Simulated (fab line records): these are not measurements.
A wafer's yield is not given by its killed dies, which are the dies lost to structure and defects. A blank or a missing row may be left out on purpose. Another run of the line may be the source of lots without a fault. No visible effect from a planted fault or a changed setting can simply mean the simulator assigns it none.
fab line records	flow nand-harc
[record] lots = 6	wafers = 18	last-day = 33
route steps=1302 shown P_ZERO_WELL@29
lots that met no fault: taken from a fault-free run of the same line
start-h: the number of hours between the record's first day and the start of the first shown wafer of the lot	wait-h: hours from the lot's prior step to this one	" same as the row above	L1.1+2: one row covering several wafers at once	- no value, or no start was given	* or withheld: withheld	< > ~ a bound
route shown NAME@n: names a module that has steps shown in the file, with the first one's number in the route	usual: average and standard deviation across the fault-free wafers	same: alike in all rows	chamber/n: place in a boat	sites: the reading at each site	_std_site: standard deviation of those values	_edge_site: inner sites' mean taken away from outer sites' mean	radius-mm: how far each site lies from the wafer's centre	mask NAME#n: copy n	behind: the tool/chamber that last shaped the wafer	hold: why the lot was held/for how many hours/how that ended	device: names the non-switching transistor (n, p or np)	end of line: the route-end tests of the same wafers	a step without rows: its recipe alone	killed: the dies lost at the first sort to structure and to defects; this is not the yield of the wafer	map: a wafer's dies, marking killed ones x, the rest . and places with no die _
set.NAME: the setting that was run; set.NAME@STEP: the one run at that earlier step	model.NAME: the simulator's own value behind a step, which no gauge read
lots at some steps of the route; a table a step, a row a wafer
services: when a tool's chamber went out of use (start-h, in hours from the record's first day, below 0 if earlier), for how many hours, and the reason
[[steps]]
[step NHARC_P_ZERO_WELL_CD_MEAS_24]
[recipe] target-cd-nm = 720	landing-energy-ev = 500
[usual] cd-nm = 719.8/1.5
lot.wafer	tool	chamber	start-h	wait-h	cd-nm
L645.1	cd-sem-03	0	72.59	-	720.2
L645.4	"	0	"	"	719.8
L645.6	"	0	"	"	721.9
L648.2	cd-sem-01	0	103.19	-	721.4
L648.3	"	0	"	"	721.0
L648.6	"	0	"	"	718.7
L654.2	cd-sem-03	0	162.64	-	721.0
L654.4	"	0	"	"	722.5
L654.6	"	0	"	"	721.7
L655.1	cd-sem-02	0	172.58	-	719.2
L655.3	"	0	"	"	720.4
L655.4	"	0	"	"	721.8
L656.2	cd-sem-03	0	182.79	-	718.5
L656.3	"	0	"	"	718.6
L656.6	"	0	"	"	720.5
L661.1	cd-sem-03	0	232.54	-	721.9
L661.3	"	0	"	"	721.5
L661.6	"	0	"	"	722.4
[step NHARC_P_ZERO_WELL_HARDBAKE_25]
[recipe] temp-c = 125	time-s = 80
[step NHARC_P_ZERO_WELL_DESCUM_26]
[recipe] time-s = 3	o2-flow-sccm = 200	ar-flow-sccm = 0	bias-power-w = 0	chemistry = O2
[usual] drypump-motor-current-A = 5.6/0.49	oes-product-au = 1.003/0.0084	rf-vpp-V = 57.8/0.86	showerhead-plenum-p-Torr = 1.92/0.069	throttle-valve-pct = 11.311/0.0088
lot.wafer	tool	chamber	start-h	wait-h	drypump-motor-current-A	oes-product-au	rf-hours-counter-h	rf-vpp-V	showerhead-plenum-p-Torr	throttle-valve-pct
L645.4	rie-diel-07	1	72.77	-	5.7	1.009	42	56.9	1.95	11.303
L645.1	"	2	"	"	6.7	1.004	37	57.9	1.98	11.302
L645.6	"	3	"	"	5.3	1.005	-	57.6	1.98	11.321
L648.3	rie-diel-07	0	103.34	-	6.3	1.010	54	57.2	1.89	11.309
L648.2	"	1	"	"	5.7	0.999	52	57.2	1.95	11.305
L648.6	"	1	"	"	5.7	1.015	-	58.4	1.95	11.315
L654.2	rie-diel-01	3	162.80	-	5.1	1.016	35	59.2	2.02	11.309
L654.4	"	2	"	"	5.1	1.005	31	56.4	1.95	11.325
L654.6	"	3	"	"	5.1	1.005	-	57.8	2.02	11.323
L655.3	rie-diel-01	0	172.74	-	5.7	1.020	37	56.9	1.88	11.316
L655.1	"	1	"	"	5.1	1.009	36	59.3	1.78	11.304
L655.4	"	2	"	"	5.1	1.004	36	57.1	1.95	11.323
L656.2	rie-diel-07	2	182.96	-	6.6	1.002	20	57.7	1.97	11.320
L656.3	"	3	"	"	5.4	1.013	21	60.1	1.97	11.313
L656.6	"	2	"	"	6.6	1.009	-	57.3	1.97	11.307
L661.3	rie-diel-04	1	232.72	-	5.7	1.006	16	57.4	1.93	11.311
L661.1	"	3	"	"	6.2	1.005	15	57.1	1.81	11.319
L661.6	"	0	"	"	5.5	1.001	-	55.6	1.88	11.317
[step NHARC_P_ZERO_WELL_IMPLANT_27]
[recipe] energy-kev = 600	dose-cm2 = 1e+13	tilt-deg = 7
[step NHARC_P_ZERO_WELL_IMPLANT_57]
[recipe] energy-kev = 250	dose-cm2 = 4e+12	tilt-deg = 7
[step NHARC_P_ZERO_WELL_IMPLANT_58]
[recipe] energy-kev = 100	dose-cm2 = 2e+12	tilt-deg = 7
[step NHARC_P_ZERO_WELL_STRIP_28]
[recipe] time-s = 840	temp-c = 130	chemistry = SPM
[step NHARC_P_ZERO_WELL_DEHYDRATE_29]
[recipe] temp-c = 150	time-s = 120
[step NHARC_P_ZERO_WELL_HMDS_30]
[recipe] time-s = 30
[step NHARC_P_ZERO_WELL_COAT_31]
[recipe] spin-rpm = withheld
[step NHARC_P_ZERO_WELL_SOFTBAKE_32]
[recipe] temp-c = 122	time-s = 95
[step NHARC_P_ZERO_WELL_EBR_33]
[step NHARC_P_ZERO_WELL_EXPOSE_34]
[recipe] na = 0.6	target-cd-nm = 720	dose-mj = 22.31	mask-id = P_PWELL
[usual] exposure-dose-mJ-cm2 = 22.306/0.025	focus-offset-nm = 0.1/0.46	reticle-temp-C = 22.99/0.12
lot.wafer	tool	chamber	start-h	wait-h	mask	exposure-dose-mJ-cm2	focus-offset-nm	reticle-temp-C
L645.1	krf-scanner-02	0	74.07	-	P_PWELL#0	22.317	-0.2	22.97
L645.4	"	0	"	"	P_PWELL#0	22.277	-0.2	22.92
L645.6	"	0	"	"	P_PWELL#0	22.312	0.7	22.78
L648.2	krf-scanner-01	0	104.67	-	P_PWELL#0	22.339	0.1	23.16
L648.3	"	0	"	"	P_PWELL#0	22.351	-0.3	23.10
L648.6	"	0	"	"	P_PWELL#0	22.316	-0.7	23.15
L654.2	krf-scanner-04	0	164.02	-	P_PWELL#0	22.299	1.0	22.84
L654.4	"	0	"	"	P_PWELL#0	22.310	0.2	22.79
L654.6	"	0	"	"	P_PWELL#0	22.302	-0.3	22.82
L655.1	krf-scanner-02	-	174.06	-	P_PWELL#0	-	-	-
L655.3	"	-	"	"	P_PWELL#0	-	-	-
L655.4	"	-	"	"	P_PWELL#0	-	-	-
L656.2	krf-scanner-01	-	184.29	-	P_PWELL#0	-	-	-
L656.3	"	-	"	"	P_PWELL#0	-	-	-
L656.6	"	-	"	"	P_PWELL#0	-	-	-
L661.1	krf-scanner-01	0	233.91	-	P_PWELL#0	22.318	0.4	22.91
L661.3	"	0	"	"	P_PWELL#0	22.333	1.0	22.83
L661.6	"	0	"	"	P_PWELL#0	22.348	0.0	22.90
[step NHARC_P_ZERO_WELL_PEB_35]
[recipe] peb-temp-c = 118	peb-time-s = 85
[step NHARC_P_ZERO_WELL_DEVELOP_36]
[recipe] time-s = 70
[step NHARC_P_ZERO_WELL_CD_MEAS_37]
[recipe] target-cd-nm = 720	landing-energy-ev = 500
[usual] cd-nm = 719.5/1.3
lot.wafer	tool	chamber	start-h	wait-h	cd-nm
L645.1	cd-sem-03	0	74.22	-	718.7
L645.4	"	0	"	"	719.0
L645.6	"	0	"	"	718.4
L648.2	cd-sem-02	0	104.83	-	720.0
L648.3	"	0	"	"	717.8
L648.6	"	0	"	"	718.6
L654.2	cd-sem-03	0	164.17	-	719.9
L654.4	"	0	"	"	718.6
L654.6	"	0	"	"	718.2
L655.1	cd-sem-02	0	174.22	-	-
L655.3	"	0	"	"	-
L655.4	"	0	"	"	-
L656.2	cd-sem-03	0	184.44	-	-
L656.3	"	0	"	"	-
L656.6	"	0	"	"	-
L661.1	cd-sem-01	0	234.06	-	721.4
L661.3	"	0	"	"	721.2
L661.6	"	0	"	"	720.2
[step NHARC_P_ZERO_WELL_HARDBAKE_38]
[recipe] temp-c = 125	time-s = 80
[step NHARC_P_ZERO_WELL_DESCUM_39]
[recipe] time-s = 3	o2-flow-sccm = 200	ar-flow-sccm = 0	bias-power-w = 0	chemistry = O2
[usual] drypump-motor-current-A = 5.6/0.48	oes-product-au = 1.000/0.0081	rf-vpp-V = 57.8/0.89	showerhead-plenum-p-Torr = 1.91/0.067	throttle-valve-pct = 11.310/0.0091
lot.wafer	tool	chamber	start-h	wait-h	drypump-motor-current-A	oes-product-au	rf-hours-counter-h	rf-vpp-V	showerhead-plenum-p-Torr	throttle-valve-pct
L645.4	rie-diel-04	0	74.38	-	5.5	1.011	23	56.9	1.90	11.324
L645.1	"	3	"	"	6.2	0.997	21	56.3	1.83	11.311
L645.6	"	0	"	"	5.5	0.994	-	56.7	1.90	11.316
L648.3	rie-diel-01	2	105.00	-	5.1	0.989	17	55.8	1.95	11.292
L648.2	"	3	"	"	5.1	1.010	23	56.5	2.03	11.322
L648.6	"	2	"	"	5.1	1.003	-	57.8	1.95	11.313
L654.4	rie-diel-07	0	164.33	-	6.3	1.011	11	59.0	1.89	11.328
L654.2	"	3	"	"	5.3	1.007	14	57.8	1.98	11.291
L654.6	"	1	"	"	5.7	0.993	-	58.3	1.94	11.312
L655.4	rie-diel-04	0	174.39	-	5.5	1.005	62	57.4	1.89	11.308
L655.1	"	1	"	"	5.7	1.002	63	59.0	1.93	11.302
L655.3	"	2	"	"	5.3	1.001	52	57.8	1.85	11.309
L656.3	rie-diel-07	1	184.71	-	5.7	0.986	17	57.6	1.94	11.307
L656.2	"	2	"	"	6.6	1.010	21	57.6	1.97	11.314
L656.6	"	0	"	"	6.3	0.998	-	56.9	1.89	11.301
L661.1	rie-diel-04	3	234.25	-	6.2	1.001	16	57.8	1.81	11.310
L661.3	"	0	"	"	5.5	0.996	17	56.7	1.88	11.311
L661.6	"	3	"	"	6.2	0.992	-	56.2	1.81	11.300
[step NHARC_P_ZERO_WELL_IMPLANT_40]
[recipe] energy-kev = 300	dose-cm2 = 1e+13	tilt-deg = 7
[step NHARC_P_ZERO_WELL_IMPLANT_59]
[recipe] energy-kev = 120	dose-cm2 = 5e+12	tilt-deg = 7
[step NHARC_P_ZERO_WELL_IMPLANT_60]
[recipe] energy-kev = 30	dose-cm2 = 2e+12	tilt-deg = 7
[step NHARC_P_ZERO_WELL_STRIP_41]
[recipe] time-s = 840	temp-c = 130	chemistry = SPM
[step NHARC_P_ZERO_WELL_DEHYDRATE_44]
[recipe] temp-c = 150	time-s = 120
[step NHARC_P_ZERO_WELL_HMDS_45]
[recipe] time-s = 30
[step NHARC_P_ZERO_WELL_COAT_46]
[recipe] spin-rpm = withheld
[step NHARC_P_ZERO_WELL_SOFTBAKE_47]
[recipe] temp-c = 122	time-s = 95
[step NHARC_P_ZERO_WELL_EBR_48]
[step NHARC_P_ZERO_WELL_EXPOSE_49]
[recipe] na = 0.6	target-cd-nm = 2000	dose-mj = 22.64	mask-id = P_HVPW
[step NHARC_P_ZERO_WELL_PEB_50]
[recipe] peb-temp-c = 118	peb-time-s = 85
[step NHARC_P_ZERO_WELL_DEVELOP_51]
[recipe] time-s = 70
[step NHARC_P_ZERO_WELL_CD_MEAS_52]
[recipe] target-cd-nm = 2000	landing-energy-ev = 500
[usual] cd-nm = 1999.7/1.6
lot.wafer	tool	chamber	start-h	wait-h	cd-nm
L645.1	cd-sem-01	0	75.74	-	1999.2
L645.4	"	0	"	"	2000.2
L645.6	"	0	"	"	1998.3
L648.2	cd-sem-03	0	106.47	-	2001.0
L648.3	"	0	"	"	2000.3
L648.6	"	0	"	"	2001.9
L654.2	cd-sem-03	0	165.68	-	1998.1
L654.4	"	0	"	"	1998.9
L654.6	"	0	"	"	1999.2
L655.1	cd-sem-03	0	175.85	-	1999.1
L655.3	"	0	"	"	2001.7
L655.4	"	0	"	"	2002.7
L656.2	cd-sem-03	0	186.05	-	1997.6
L656.3	"	0	"	"	1997.3
L656.6	"	0	"	"	1997.3
L661.1	cd-sem-01	0	235.72	-	2002.2
L661.3	"	0	"	"	1999.6
L661.6	"	0	"	"	2000.0
[step NHARC_P_ZERO_WELL_HARDBAKE_53]
[recipe] temp-c = 125	time-s = 80
[step NHARC_P_ZERO_WELL_DESCUM_54]
[recipe] time-s = 3	o2-flow-sccm = 200	ar-flow-sccm = 0	bias-power-w = 0	chemistry = O2
[usual] drypump-motor-current-A = 5.6/0.48	oes-product-au = 1.000/0.0081	rf-vpp-V = 57.8/0.9	showerhead-plenum-p-Torr = 1.91/0.066	throttle-valve-pct = 11.310/0.009
lot.wafer	tool	chamber	start-h	wait-h	drypump-motor-current-A	oes-product-au	rf-hours-counter-h	rf-vpp-V	showerhead-plenum-p-Torr	throttle-valve-pct
L645.4	rie-diel-04	0	75.93	-	5.5	1.000	23	58.7	1.90	11.321
L645.1	"	1	"	"	5.7	1.003	24	58.3	1.94	11.310
L645.6	"	2	"	"	5.3	0.980	-	57.8	1.86	11.301
L648.3	rie-diel-04	1	106.64	-	5.7	1.008	35	58.8	1.94	11.330
L648.2	"	2	"	"	5.3	0.994	32	58.5	1.86	11.300
L648.6	"	0	"	"	5.5	1.003	-	57.7	1.89	11.293
L654.4	rie-diel-01	1	165.86	-	5.1	0.988	34	57.8	1.78	11.310
L654.2	"	2	"	"	5.1	0.995	32	59.0	1.95	11.298
L654.6	"	0	"	"	5.7	0.998	-	56.5	1.88	11.318
L655.3	rie-diel-01	1	176.01	-	5.1	1.001	38	55.7	1.78	11.316
L655.1	"	3	"	"	5.1	1.011	43	58.3	2.02	11.299
L655.4	"	0	"	"	5.7	1.003	38	58.1	1.88	11.313
L656.2	rie-diel-07	0	186.22	-	6.3	1.007	18	57.9	1.89	11.315
L656.3	"	1	"	"	5.7	0.993	18	57.7	1.94	11.321
L656.6	"	0	"	"	6.2	1.008	-	56.6	1.89	11.312
L661.3	rie-diel-07	3	235.88	-	5.4	1.013	38	58.3	1.97	11.290
L661.1	"	1	"	"	5.7	1.000	31	57.9	1.94	11.321
L661.6	"	3	"	"	5.3	1.000	-	60.1	1.97	11.305
[step NHARC_P_ZERO_WELL_IMPLANT_55]
[recipe] energy-kev = 180	dose-cm2 = 8e+11	tilt-deg = 7
[step NHARC_P_ZERO_WELL_IMPLANT_61]
[recipe] energy-kev = 30	dose-cm2 = 5e+11	tilt-deg = 7
[step NHARC_P_ZERO_WELL_STRIP_56]
[recipe] time-s = 840	temp-c = 130	chemistry = SPM
[step NHARC_P_ZERO_WELL_PRECLEAN_68]
[recipe] time-s = 60	temp-c = 50	bath-age-min = 0	chemistry = SC1
[step NHARC_P_ZERO_WELL_SRD_69]
[step NHARC_P_ZERO_WELL_RTA_42]
[recipe] temp-c = 1100	time-s = 300
[usual] lamp-power-pct = 36.4/0.51	lamp_zone_4_pct = 36.4/0.51	wafer_temp_C_max = 1105.6/2.1
lot.wafer	tool	chamber	start-h	wait-h	lamp-power-pct	lamp_zone_4_pct	wafer_temp_C_max
L645.1	rtp-anneal-02	0	76.89	-	35.9	35.9	1103.3
L645.4	"	0	"	"	35.9	35.9	1104.4
L645.6	"	0	"	"	36.0	35.9	1103.2
L648.2	rtp-anneal-01	0	107.81	-	36.9	36.9	1105.5
L648.3	"	0	"	"	36.9	37.0	1105.3
L648.6	"	0	"	"	36.9	36.9	1106.3
L654.2	rtp-anneal-02	0	166.93	-	35.9	35.9	1103.3
L654.4	"	0	"	"	35.9	35.8	1103.1
L654.6	"	0	"	"	35.8	35.8	1103.6
L655.1	rtp-anneal-02	0	176.99	-	36.0	36.0	1104.2
L655.3	"	0	"	"	35.9	35.9	1104.0
L655.4	"	0	"	"	35.9	35.9	1106.5
L656.2	rtp-anneal-02	0	187.30	-	35.8	35.8	1103.4
L656.3	"	0	"	"	35.8	35.9	1103.1
L656.6	"	0	"	"	35.8	35.8	1104.3
L661.1	rtp-anneal-02	0	236.85	-	35.9	35.9	1104.1
L661.3	"	0	"	"	35.9	35.9	1104.7
L661.6	"	0	"	"	35.9	35.9	1102.5
[step NHARC_P_ZERO_WELL_INSPECT_43]
[usual] raw-defect-count = 12/6.1
lot.wafer	tool	chamber	start-h	wait-h	raw-defect-count
L645.1	defect-inspect-01	-	77.57	0.6	4
L645.4	"	-	"	"	8
L645.6	"	-	"	"	18
L648.2	defect-inspect-01	-	108.92	0.9	7
L648.3	"	-	"	"	4
L648.6	"	-	"	"	10
L654.2	defect-inspect-01	-	167.49	0.5	4
L654.4	"	-	"	"	10
L654.6	"	-	"	"	14
L655.1	defect-inspect-02	-	177.67	0.6	1103
L655.3	"	-	"	"	1009
L655.4	"	-	"	"	1080
L656.2	defect-inspect-01	-	187.86	0.5	1123
L656.3	"	-	"	"	1097
L656.6	"	-	"	"	1060
L661.1	defect-inspect-01	-	237.53	0.6	19
L661.3	"	-	"	"	12
L661.6	"	-	"	"	26
[[services]]
tool	chamber	start-h	hours	kind
rie-diel-07	2	51.25	2.8	repair
rie-diel-01	2	60.43	7.4	repair
krf-scanner-04	-	60.77	7.7	repair
rie-diel-07	0	72.23	-	clean
rie-diel-07	1	72.23	-	clean
rie-diel-07	2	72.23	-	clean
rie-diel-07	3	72.23	-	clean
rie-diel-07	-	79.50	2.4	repair
rie-diel-01	1	86.93	8.1	repair
krf-scanner-01	-	92.79	0.6	repair
krf-scanner-02	-	94.00	4.0	pm
rie-diel-07	0	96.73	-	clean
rie-diel-07	1	96.73	-	clean
rie-diel-07	2	96.73	-	clean
rie-diel-07	3	97.82	2.0	repair
rie-diel-07	-	117.47	9.0	pm
krf-scanner-02	-	138.44	1.3	repair
krf-scanner-01	-	140.00	4.0	pm
rie-diel-07	2	176.40	1.7	repair
rie-diel-04	-	180.29	9.0	pm
rie-diel-04	0	191.39	6.0	repair
krf-scanner-04	-	199.45	4.0	pm
rie-diel-01	-	204.75	9.0	pm
rie-diel-07	2	207.60	7.9	repair
[[key]]
[first-sign] step = NHARC_P_ZERO_WELL_EXPOSE_34	reading = tool-record	direction = missing
[effect] step = NHARC_P_ZERO_WELL_CD_MEAS_37	reading = cd-nm	direction = missing
[effect] step = NHARC_P_ZERO_WELL_INSPECT_43	reading = raw-defect-count	direction = up	sigmas = 99+	usual = 12	struck = 1079
met-at NHARC_P_ZERO_WELL_EXPOSE_34
struck-wafers L655.1,L655.3,L655.4,L656.2,L656.3,L656.6
later-rows-left-out L655.1,L655.3,L655.4,L656.2,L656.3,L656.6
sort-left-out L655.1,L655.3,L655.4,L656.2,L656.3,L656.6
tester-left-out L655,L656
onset-between 104.67 174.06
[fault] kind = skipped-step-whole	tool = krf-scanner-01,krf-scanner-02	chamber = -	onset-h = 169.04	steps = NHARC_P_ZERO_WELL_EXPOSE_34	scope = struck-lots-only
// tester-left-out: of these lots the tester's yield and bins aren't shown, on N5 and GAA mostly nor the transistor test; their killed dies are dies lost to structure and defects alone, not to doping, threshold or leakage, so they don't give the yield
// sort-left-out: the simulated sort isn't trusted on such a fault, so these wafers' sort isn't shown, and their yield isn't known
// later-rows-left-out: the simulator's readings of these wafers behind a module that went badly wrong aren't trusted and aren't shown, but for the sort
